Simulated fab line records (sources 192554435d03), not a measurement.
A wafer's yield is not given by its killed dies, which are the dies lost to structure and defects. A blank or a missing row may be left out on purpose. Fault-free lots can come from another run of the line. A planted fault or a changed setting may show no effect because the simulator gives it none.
fab line records -- flow n5Finfet -- part 1 of 2: steps 1 to 14 of 21
[record] lots = 5, wafers = 15, lastDay = 16
route steps=1938 shown BEOL_M0_CUTY@706 BEOL_M0@715
lots untouched by any fault: they come from a run of this same line in which no faults occurred
startH: hours from the record's opening day to when the first of the lot's shown wafers began -- waitH: how many hours have passed since the lot's step before this one -- " the same as in the row above -- L1.1+2: a row that stands for several wafers -- - value missing, or start not given -- * or withheld: withheld -- < > ~ a bound
route shown NAME@n: names a module that has steps shown in the file, with the first one's number in the route -- usual: the fault-free wafers' mean and standard deviation -- same: alike in all rows -- chamber/n: place in a boat -- sites: per-site readings -- _std_site: how widely they spread, as a standard deviation -- _edge_site: mean of outer sites minus mean of inner sites -- radiusMm: how far each site lies from the wafer's centre -- mask NAME#n: copy n -- behind: the last tool/chamber to shape the wafer -- hold: the reason the lot was held/the length of the hold in hours/how it ended -- device: the n, p or np transistor that did not switch -- end of line: tests run on the same wafers once the route is complete -- a step given without rows: its recipe and nothing more -- killed: dies lost to structure and defects at the first sort, not the wafer's yield -- map: shows each die of a wafer: x if killed, . if not, _ if none is there
set.NAME: setting as actually run; set.NAME@STEP: the setting as run at that earlier step -- model.NAME: the simulator's own value behind a step, which no gauge read
a table for each step, a row for each wafer; lots at some steps of the route
services: a tool's chamber out of use, with start hour (startH, from the record's first day; less than 0 if before it), hours out, and reason
[[steps]]
[step N5_BEOL_M0_CUTY_PEB_55]
[recipe] pebTempC = 110, pebTimeS = 60, resist = CAR-ArF-block
[usual] exhaustPa = 45.0/0.92, heaterPowerTotalW = 175.6/1.6
lot.wafer,tool,chamber,startH,waitH,exhaustPa,heaterPowerTotalW
L076.2,lithoTrack-04,0,136.22,0.0,45.6,177.3
L076.4,lithoTrack-04,0,136.22,0.0,45.3,175.0
L076.5,lithoTrack-04,0,136.22,0.0,44.5,173.0
L082.1,lithoTrack-01,0,157.37,0.1,44.7,173.8
L082.5,lithoTrack-01,0,157.37,0.1,45.5,177.3
L082.6,lithoTrack-01,0,157.37,0.1,44.0,177.5
L084.1,lithoTrack-01,0,176.82,0.1,46.5,176.0
L084.2,lithoTrack-01,0,176.82,0.1,46.1,175.0
L084.5,lithoTrack-01,0,176.82,0.1,45.5,177.3
L091.1,lithoTrack-05,0,213.99,0.1,44.0,177.3
L091.4,lithoTrack-05,0,213.99,0.1,43.2,174.5
L091.6,lithoTrack-05,0,213.99,0.1,42.8,173.8
L093.1,lithoTrack-01,0,224.97,0.1,45.3,174.8
L093.2,lithoTrack-01,0,224.97,0.1,45.6,177.5
L093.4,lithoTrack-01,0,224.97,0.1,45.2,176.7
[step N5_BEOL_M0_CUTY_DEVELOP_56]
[recipe] developTimeS = 30, developer = TMAH, resist = CAR-ArF-block, rinseLiquid = diw, dry = airSpin, devTempC = 23
[usual] exhaustPa = 45.2/0.84
[same] developTimeS = 30
lot.wafer,tool,chamber,startH,waitH,exhaustPa
L076.2,lithoTrack-04,0,-,-,43.9
L076.4,lithoTrack-04,0,-,-,46.6
L076.5,lithoTrack-04,0,-,-,43.9
L082.1,lithoTrack-01,0,-,-,45.5
L082.5,lithoTrack-01,0,-,-,45.2
L082.6,lithoTrack-01,0,-,-,46.0
L084.1,lithoTrack-01,0,-,-,45.3
L084.2,lithoTrack-01,0,-,-,45.7
L084.5,lithoTrack-01,0,-,-,44.9
L091.1,lithoTrack-05,0,-,-,44.0
L091.4,lithoTrack-05,0,-,-,44.1
L091.6,lithoTrack-05,0,-,-,44.6
L093.1,lithoTrack-01,0,-,-,45.3
L093.2,lithoTrack-01,0,-,-,45.8
L093.4,lithoTrack-01,0,-,-,45.1
[step N5_BEOL_M0_CUTY_CD_MEAS_57]
[recipe] targetCdNm = 200, landingEnergyEv = 500, detector = seInlens, polarity = line
[usual] cdNm = 199.7/1.2
lot.wafer,tool,chamber,startH,waitH,cdNm
L076.2,cdSem-01,0,136.29,-,200.8
L076.4,cdSem-01,0,136.29,-,199.1
L076.5,cdSem-01,0,136.29,-,199.5
L082.1,cdSem-03,0,157.44,-,200.1
L082.5,cdSem-03,0,157.44,-,201.6
L082.6,cdSem-03,0,157.44,-,200.4
L084.1,cdSem-01,0,176.89,-,200.1
L084.2,cdSem-01,0,176.89,-,201.4
L084.5,cdSem-01,0,176.89,-,200.8
L091.1,cdSem-03,0,214.05,-,200.4
L091.4,cdSem-03,0,214.05,-,200.5
L091.6,cdSem-03,0,214.05,-,200.5
L093.1,cdSem-02,0,225.04,-,197.9
L093.2,cdSem-02,0,225.04,-,199.7
L093.4,cdSem-02,0,225.04,-,199.5
[step N5_BEOL_M0_CUTY_OVL_MEAS_58]
[recipe] pointsPerWafer = 44
[usual] M0_ABLK_OVL = -0.4/0.6
lot.wafer,tool,chamber,startH,waitH,M0_ABLK_OVL[nm]
L076.2,overlay-02,0,136.32,0.0,-0.9
L076.4,overlay-02,0,136.32,0.0,-1.5
L076.5,overlay-02,0,136.32,0.0,0.1
L082.1,overlay-02,0,157.47,0.0,0.0
L082.5,overlay-02,0,157.47,0.0,-0.5
L082.6,overlay-02,0,157.47,0.0,-0.2
L084.1,overlay-02,0,176.92,0.0,-0.8
L084.2,overlay-02,0,176.92,0.0,-0.1
L084.5,overlay-02,0,176.92,0.0,-0.4
L091.1,overlay-02,0,214.08,0.0,-0.1
L091.4,overlay-02,0,214.08,0.0,-1.2
L091.6,overlay-02,0,214.08,0.0,-1.1
L093.1,overlay-01,0,225.07,0.0,-0.3
L093.2,overlay-01,0,225.07,0.0,-0.1
L093.4,overlay-01,0,225.07,0.0,-0.5
[step N5_BEOL_M0_CUTY_INSPECT_59]
[recipe] mode = adi, inspectInstrument = macro
[usual] rawDefectCount = 2.0/1.6
lot.wafer,tool,chamber,startH,waitH,rawDefectCount
L076.2,defectInspect-01,-,136.35,0.0,1
L076.4,defectInspect-01,-,136.35,0.0,1
L076.5,defectInspect-01,-,136.35,0.0,1
L082.1,defectInspect-02,-,157.49,0.0,2
L082.5,defectInspect-02,-,157.49,0.0,3
L082.6,defectInspect-02,-,157.49,0.0,1
L084.1,defectInspect-01,-,176.94,0.0,1
L084.2,defectInspect-01,-,176.94,0.0,1
L084.5,defectInspect-01,-,176.94,0.0,0
L091.1,defectInspect-01,-,214.11,0.0,1
L091.4,defectInspect-01,-,214.11,0.0,0
L091.6,defectInspect-01,-,214.11,0.0,1
L093.1,defectInspect-02,-,225.09,0.0,8
L093.2,defectInspect-02,-,225.09,0.0,0
L093.4,defectInspect-02,-,225.09,0.0,1
[step N5_BEOL_M0_CUTY_DESCUM_61]
[recipe] chemistry = O2, timeS = 7.9, sourcePowerW = 50, biasPowerW = 20, pressureMtorr = 20, rfFrequencyHz = 2.712e+07, tempC = 40, resist = CAR-ArF-block, o2FlowSccm = 225
[usual] chamberPressureMTorr = 20.001/0.02, drypumpMotorCurrentA = 6.0/0.47, oesProductAu = 0.76/0.08, rfFwdPowerW = 49.38/0.26, rfVppV = 243.1/1.4, showerheadPlenumPTorr = 2.09/0.068, throttleValvePct = 20.41/0.21
lot.wafer,tool,chamber,startH,waitH,chamberPressureMTorr,drypumpMotorCurrentA,oesProductAu,rfFwdPowerW,rfHoursCounterH,rfVppV,showerheadPlenumPTorr,throttleValvePct
L076.2,rieDiel-04,0,136.42,0.1,19.973,5.9,0.92,49.26,20,245.2,2.21,20.47
L076.4,rieDiel-04,2,136.42,0.1,20.014,6.0,0.86,49.54,57,244.6,2.20,20.28
L076.5,rieDiel-04,2,136.42,0.1,20.001,6.0,0.86,49.56,-,245.1,2.20,20.26
L082.1,rieDiel-02,2,157.53,0.0,19.998,5.8,0.71,49.42,234,243.7,2.06,20.41
L082.5,rieDiel-02,2,157.53,0.0,19.982,5.8,0.70,49.34,-,241.2,2.06,20.42
L082.6,rieDiel-02,3,157.53,0.0,19.978,6.8,0.69,49.06,-,243.2,2.05,20.83
L084.1,rieDiel-06,1,176.98,0.0,20.008,5.8,0.81,49.00,88,241.9,2.04,20.27
L084.2,rieDiel-06,0,176.98,0.0,20.004,6.4,0.75,49.34,133,242.3,2.09,20.16
L084.5,rieDiel-06,1,176.98,0.0,20.004,5.7,0.80,48.92,-,243.0,2.04,20.25
L091.1,rieDiel-02,0,214.14,0.0,20.015,5.8,0.71,49.81,192,243.0,2.01,20.43
L091.4,rieDiel-02,3,214.14,0.0,20.009,6.8,0.67,49.15,-,242.9,2.04,20.84
L091.6,rieDiel-02,0,214.14,0.0,19.992,5.8,0.71,50.05,-,242.0,2.01,20.44
L093.1,rieDiel-06,1,225.56,0.5,20.010,5.8,0.79,49.08,107,241.7,2.03,20.27
L093.2,rieDiel-06,0,225.56,0.5,20.011,6.4,0.73,49.28,152,242.9,2.09,20.20
L093.4,rieDiel-06,2,225.56,0.5,20.003,4.9,0.70,49.42,230,241.1,2.08,20.57
[step N5_BEOL_M0_CUTY_ETCH_62]
[recipe] chemistry = CF4, target = SiARC, maskMaterial = CAR-ArF-block, timeS = 58.5, ionEnergyEv = 80, pressureMtorr = 40, sourceW = 545, biasW = 36, Ar_flow_sccm = 100, cf4FlowSccm = 100, ends = cleared
[usual] chamberPressureMTorr = 40.00/0.035, drypumpMotorCurrentA = 6.0/0.47, etchRfOnTimeS = 59.6/1.6, oesProductAu = 0.65/0.069, rfFwdPowerW = 538/3.1, rfVppV = 184.0/1.2, showerheadPlenumPTorr = 2.14/0.071, throttleValvePct = 15.60/0.2
lot.wafer,tool,chamber,startH,waitH,chamberPressureMTorr,drypumpMotorCurrentA,etchRfOnTimeS,oesProductAu,rfFwdPowerW,rfHoursCounterH,rfVppV,showerheadPlenumPTorr,throttleValvePct
L076.2,rieDiel-04,0,136.45,0.0,40.01,5.9,59.5,0.78,539,21,185.6,2.24,15.51
L076.4,rieDiel-04,2,136.45,0.0,40.03,6.0,57.0,0.74,537,57,185.9,2.26,15.52
L076.5,rieDiel-04,2,136.45,0.0,40.05,6.0,57.3,0.74,539,-,185.4,2.26,15.52
L082.1,rieDiel-02,2,157.56,0.0,40.07,5.8,58.3,0.60,538,234,183.6,2.13,15.81
L082.5,rieDiel-02,2,157.56,0.0,39.98,5.8,58.2,0.61,541,-,183.7,2.13,15.81
L082.6,rieDiel-02,3,157.56,0.0,40.08,6.8,60.8,0.57,535,-,183.9,2.11,16.04
L084.1,rieDiel-06,1,177.01,0.0,39.98,5.8,60.5,0.68,534,88,181.1,2.08,15.41
L084.2,rieDiel-06,0,177.01,0.0,39.95,6.4,59.7,0.64,536,133,184.0,2.16,15.48
L084.5,rieDiel-06,1,177.01,0.0,39.95,5.7,61.1,0.68,532,-,182.5,2.08,15.42
L091.1,rieDiel-02,0,214.18,0.0,39.98,5.8,60.3,0.60,544,192,182.9,2.03,15.50
L091.4,rieDiel-02,3,214.18,0.0,40.04,6.8,61.5,0.55,537,-,184.5,2.10,16.08
L091.6,rieDiel-02,0,214.18,0.0,40.02,5.8,60.3,0.60,542,-,183.1,2.03,15.50
L093.1,rieDiel-06,1,225.60,0.0,39.97,5.7,61.7,0.66,534,107,184.9,2.07,15.45
L093.2,rieDiel-06,0,225.60,0.0,39.95,6.4,59.8,0.62,536,152,184.6,2.15,15.51
L093.4,rieDiel-06,2,225.60,0.0,39.95,4.9,59.3,0.61,537,230,183.6,2.11,15.65
[step N5_BEOL_M0_CUTY_ETCH_63]
[recipe] chemistry = N2/H2, target = SOC, targetDepthA = 827, overetchA = 165, maskMaterial = SiARC, tempC = 40, ionEnergyEv = 200, timeS = 124, pressureMtorr = 30, sourceW = 840, biasW = 150, n2FlowSccm = 200, h2FlowSccm = 200
[usual] chamberPressureMTorr = 29.999/0.027, drypumpMotorCurrentA = 6.0/0.47, oesProductAu = 0.63/0.063, rfFwdPowerW = 836.5/2.7, rfVppV = 523.6/2.5, showerheadPlenumPTorr = 2.53/0.095, throttleValvePct = 17.79/0.24
lot.wafer,tool,chamber,startH,waitH,chamberPressureMTorr,drypumpMotorCurrentA,oesProductAu,rfFwdPowerW,rfHoursCounterH,rfVppV,showerheadPlenumPTorr,throttleValvePct
L076.2,rieDiel-04,0,136.50,0.0,29.999,5.9,0.75,834.8,21,527.5,2.72,18.07
L076.4,rieDiel-04,2,136.50,0.0,30.013,6.0,0.70,839.0,57,527.4,2.68,17.76
L076.5,rieDiel-04,2,136.50,0.0,29.993,6.0,0.70,837.2,-,528.7,2.68,17.75
L082.1,rieDiel-02,2,157.61,0.0,29.982,5.9,0.58,838.4,234,521.8,2.48,17.66
L082.5,rieDiel-02,2,157.61,0.0,29.952,5.8,0.58,839.5,-,522.5,2.49,17.66
L082.6,rieDiel-02,3,157.61,0.0,29.962,6.8,0.56,831.5,-,522.2,2.49,18.21
L084.1,rieDiel-06,1,177.06,0.0,29.974,5.8,0.67,834.1,88,521.3,2.47,17.65
L084.2,rieDiel-06,0,177.06,0.0,30.041,6.4,0.62,831.9,133,523.4,2.56,17.80
L084.5,rieDiel-06,1,177.06,0.0,30.024,5.7,0.67,836.4,-,521.3,2.46,17.63
L091.1,rieDiel-02,0,214.22,0.0,30.001,5.7,0.59,839.4,192,521.4,2.41,17.63
L091.4,rieDiel-02,3,214.22,0.0,29.991,6.8,0.56,835.9,-,523.1,2.49,18.25
L091.6,rieDiel-02,0,214.22,0.0,29.983,5.8,0.59,840.0,-,521.5,2.41,17.62
L093.1,rieDiel-06,1,225.64,0.0,30.044,5.8,0.65,833.4,107,522.2,2.46,17.66
L093.2,rieDiel-06,0,225.64,0.0,30.003,6.4,0.61,838.1,152,523.5,2.55,17.82
L093.4,rieDiel-06,2,225.64,0.0,30.057,4.9,0.58,833.4,230,522.1,2.52,18.06
[step N5_BEOL_M0_CUTY_STRIP_64]
[recipe] chemistry = N2/H2, tempC = 40, n2FlowSccm = 200, h2FlowSccm = 200, rfFrequencyHz = 6e+07
lot.wafer,tool,chamber,startH,waitH
L076.2+4+5,rieDiel-04,"0,2,2",136.61,0.1
L082.1+5+6,rieDiel-02,"2,2,3",157.72,0.1
L084.1+2+5,rieDiel-06,"1,0,1",177.17,0.1
L091.1+4+6,rieDiel-02,"0,3,0",214.34,0.1
L093.1+2+4,rieDiel-06,"1,0,2",225.76,0.1
[step N5_BEOL_M0_ETCH_138]
[recipe] chemistry = CH3F/O2, targetDepthA = 120, target = SiCN, timeS = 31.6, ionEnergyEv = 120, pressureMtorr = 30, sourceW = 395, biasW = 75, Ar_flow_sccm = 150, CH3F_flow_sccm = 30, O2_flow_sccm = 20, ends = cleared
[usual] chamberPressureMTorr = 30.00/0.047, drypumpMotorCurrentA = 6.0/0.47, etchRfOnTimeS = 29.1/0.87, oesProductAu = 0.65/0.067, rfFwdPowerW = 386.3/2.4, rfVppV = 297.2/1.7, showerheadPlenumPTorr = 1.99/0.07, throttleValvePct = 16.29/0.24
lot.wafer,tool,chamber,startH,waitH,chamberPressureMTorr,drypumpMotorCurrentA,etchRfOnTimeS,oesProductAu,rfFwdPowerW,rfHoursCounterH,rfVppV,showerheadPlenumPTorr,throttleValvePct
L076.2,rieDiel-04,0,136.62,0.0,29.99,5.9,29.5,0.77,383.5,21,301.2,2.10,16.22
L076.4,rieDiel-04,2,136.62,0.0,29.99,5.9,28.2,0.73,386.0,57,300.4,2.10,16.14
L076.5,rieDiel-04,2,136.62,0.0,30.00,6.0,28.8,0.73,386.2,-,299.9,2.10,16.16
L082.1,rieDiel-02,2,157.73,0.0,29.98,5.9,27.7,0.60,385.4,234,297.9,1.99,16.50
L082.5,rieDiel-02,2,157.73,0.0,30.00,5.8,29.4,0.60,382.7,-,296.7,1.99,16.51
L082.6,rieDiel-02,3,157.73,0.0,29.98,6.8,30.4,0.57,384.6,-,297.1,1.98,16.82
L084.1,rieDiel-06,1,177.18,0.0,30.04,5.7,28.7,0.69,384.8,88,295.6,1.94,16.13
L084.2,rieDiel-06,0,177.18,0.0,29.99,6.4,27.7,0.64,386.0,133,295.8,2.01,16.15
L084.5,rieDiel-06,1,177.18,0.0,29.98,5.8,28.3,0.69,384.3,-,294.3,1.94,16.13
L091.1,rieDiel-02,0,214.35,0.0,30.02,5.8,27.9,0.60,389.3,192,296.0,1.88,16.12
L091.4,rieDiel-02,3,214.35,0.0,29.99,6.8,29.1,0.57,384.3,-,296.7,1.97,16.84
L091.6,rieDiel-02,0,214.35,0.0,30.03,5.8,29.7,0.60,391.0,-,295.7,1.88,16.12
L093.1,rieDiel-06,1,225.77,0.0,29.96,5.7,29.6,0.66,384.8,107,295.1,1.94,16.15
L093.2,rieDiel-06,0,225.77,0.0,29.96,6.4,30.0,0.62,383.8,152,297.7,2.00,16.18
L093.4,rieDiel-06,2,225.77,0.0,30.02,4.9,30.2,0.60,384.0,230,296.2,1.98,16.36
[step N5_BEOL_M0_HM_OPEN_105]
[recipe] chemistry = Cl2/BCl3, targetDepthA = 120, target = TiN, ionEnergyEv = 150, pressureMtorr = 10, icpW = 1000, biasW = 126, Cl2_flow_sccm = 53.25, bcl3FlowSccm = 21.75, Ar_flow_sccm = 25
[usual] chamberPressureMTorr = 10.001/0.0086, drypumpMotorCurrentA = 5.7/0.38, oesProductAu = 0.71/0.14, rfFwdPowerW = 996/3.9, throttleValvePct = 22.04/0.23
lot.wafer,tool,chamber,startH,waitH,chamberPressureMTorr,drypumpMotorCurrentA,oesProductAu,rfFwdPowerW,rfHoursCounterH,throttleValvePct
L076.2,rieMetal-01,1,136.72,0.1,9.993,5.0,0.67,997,99,22.02
L076.4,rieMetal-01,1,136.72,0.1,10.005,5.0,0.66,991,-,22.02
L076.5,rieMetal-01,1,136.72,0.1,10.002,5.0,0.66,992,-,22.02
L082.1,rieMetal-01,0,159.88,2.1,10.000,6.2,0.59,997,135,21.86
L082.5,rieMetal-01,0,159.88,2.1,10.016,6.2,0.59,996,-,21.86
L082.6,rieMetal-01,1,159.88,2.1,9.991,5.0,0.65,994,-,22.02
L084.1,rieMetal-03,0,177.30,0.1,10.012,5.9,0.79,995,30,22.09
L084.2,rieMetal-03,0,177.30,0.1,10.003,5.9,0.78,993,-,22.10
L084.5,rieMetal-03,0,177.30,0.1,10.011,5.9,0.78,1001,-,22.10
L091.1,rieMetal-01,1,215.61,1.2,10.010,5.0,0.64,992,109,22.06
L091.4,rieMetal-01,0,215.61,1.2,10.006,6.2,0.98,991,-,21.44
L091.6,rieMetal-01,0,215.61,1.2,10.009,6.2,0.97,992,-,21.45
L093.1,rieMetal-01,1,227.66,1.9,10.000,5.0,0.64,988,110,22.04
L093.2,rieMetal-01,0,227.66,1.9,9.981,6.2,0.96,995,3,21.45
L093.4,rieMetal-01,0,227.66,1.9,10.010,6.2,0.96,988,-,21.43
[step N5_BEOL_M0_STRIP_140]
[recipe] chemistry = CF4, resist = SiARC, powerW = 300, biasPowerW = 75, pressureMtorr = 50, cf4FlowSccm = 150, rfFrequencyHz = 6e+07
[usual] chamberPressureMTorr = 50.00/0.062, drypumpMotorCurrentA = 5.9/0.41, oesProductAu = 0.79/0.083, rfFwdPowerW = 292.8/0.95, rfVppV = 271.5/1.8, showerheadPlenumPTorr = 1.81/0.064, throttleValvePct = 13.51/0.22
lot.wafer,tool,chamber,startH,waitH,chamberPressureMTorr,drypumpMotorCurrentA,oesProductAu,rfFwdPowerW,rfHoursCounterH,rfVppV,showerheadPlenumPTorr,throttleValvePct
L076.2,rieDiel-06,1,136.97,0.2,49.99,5.8,0.83,291.7,67,270.8,1.75,13.32
L076.4,rieDiel-06,2,136.97,0.2,50.04,4.9,0.74,292.8,-,269.5,1.78,13.58
L076.5,rieDiel-06,0,136.97,0.2,49.93,6.4,0.77,294.0,-,267.9,1.82,13.43
L082.1,rieDiel-04,1,160.11,0.2,49.92,5.8,0.70,292.5,246,273.2,1.81,13.71
L082.5,rieDiel-04,1,160.11,0.2,49.93,5.9,0.69,292.0,-,274.0,1.81,13.72
L082.6,rieDiel-04,2,160.11,0.2,50.05,6.0,0.83,293.6,-,273.6,1.90,13.53
L084.1,rieDiel-06,1,177.90,0.6,49.98,5.8,0.81,291.0,89,269.2,1.74,13.39
L084.2,rieDiel-06,0,177.90,0.6,50.14,6.4,0.75,292.5,134,273.2,1.81,13.49
L084.5,rieDiel-06,1,177.90,0.6,50.09,5.8,0.80,291.6,-,269.0,1.74,13.40
L091.1,rieDiel-02,0,215.78,0.1,49.98,5.7,0.71,293.8,193,269.2,1.71,13.58
L091.4,rieDiel-02,1,215.78,0.1,49.97,6.3,0.81,292.9,-,273.9,1.81,13.46
L091.6,rieDiel-02,3,215.78,0.1,50.07,6.8,0.67,293.2,-,269.7,1.75,14.07
L093.1,rieDiel-04,1,227.89,0.2,49.93,5.9,0.89,293.0,13,273.2,1.80,13.20
L093.2,rieDiel-04,3,227.89,0.2,50.01,5.8,0.93,292.3,6,273.5,1.93,13.04
L093.4,rieDiel-04,0,227.89,0.2,50.07,5.9,0.85,291.8,58,271.4,1.87,13.55
[step N5_BEOL_M0_STRIP_104]
[recipe] chemistry = N2/H2, powerW = 450, tempC = 40, pressureMtorr = 20, rfFrequencyHz = 6e+07, overashFraction = 0.3, biasPowerW = 7, h2Frac = 0.5, n2FlowSccm = 200, h2FlowSccm = 200
[usual] chamberPressureMTorr = 20.00/0.033, drypumpMotorCurrentA = 5.9/0.41, oesProductAu = 0.80/0.091, rfVppV = 59.5/1.7, showerheadPlenumPTorr = 2.56/0.1, throttleValvePct = 23.6/0.39
[same] overashFraction = 0.3
lot.wafer,tool,chamber,startH,waitH,chamberPressureMTorr,drypumpMotorCurrentA,oesProductAu,rfHoursCounterH,rfVppV,showerheadPlenumPTorr,throttleValvePct
L076.2,rieDiel-06,1,136.99,0.0,20.00,5.8,0.83,67,59.4,2.47,23.4
L076.4,rieDiel-06,2,136.99,0.0,20.02,4.9,0.73,-,55.4,2.53,24.1
L076.5,rieDiel-06,0,136.99,0.0,20.02,6.4,0.77,-,60.8,2.57,23.7
L082.1,rieDiel-04,1,160.13,0.0,20.05,5.9,0.68,246,61.1,2.60,23.6
L082.5,rieDiel-04,1,160.13,0.0,20.00,5.8,0.70,-,62.1,2.60,23.6
L082.6,rieDiel-04,2,160.13,0.0,19.99,5.9,0.84,-,56.8,2.68,23.7
L084.1,rieDiel-06,1,177.92,0.0,19.92,5.8,0.81,89,58.1,2.46,23.5
L084.2,rieDiel-06,0,177.92,0.0,20.01,6.4,0.74,134,58.1,2.56,23.7
L084.5,rieDiel-06,1,177.92,0.0,19.99,5.8,0.81,-,57.8,2.46,23.4
L091.1,rieDiel-02,0,215.80,0.0,19.99,5.8,0.71,193,59.6,2.40,23.3
L091.4,rieDiel-02,1,215.80,0.0,20.01,6.3,0.83,-,57.7,2.56,23.5
L091.6,rieDiel-02,3,215.80,0.0,19.98,6.8,0.68,-,60.7,2.48,24.0
L093.1,rieDiel-04,1,227.91,0.0,19.93,5.9,0.94,13,59.2,2.59,23.3
L093.2,rieDiel-04,3,227.91,0.0,19.99,5.8,0.96,6,59.3,2.71,22.8
L093.4,rieDiel-04,0,227.91,0.0,20.03,5.9,0.86,58,61.6,2.70,24.2
[step N5_BEOL_M0_WET_ETCH_106]
[recipe] chemistry = DHF, dilution = 10:1, tempC = 25, target = SiO2, targetDepthA = 1300, dry = ipaMarangoni, rinseTimeS = 30, rinseTempC = 23
lot.wafer,tool,chamber,startH,waitH
L076.2+4+5,wetBench-06,"2,4,0",137.05,-
L082.1+5+6,wetBench-06,"3,4,5",160.19,-
L084.1+2+5,wetBench-02,"4,1,7",178.16,-
L091.1+4+6,wetBench-02,"5,0,1",215.86,-
L093.1+2+4,wetBench-01,"5,1,7",227.98,-
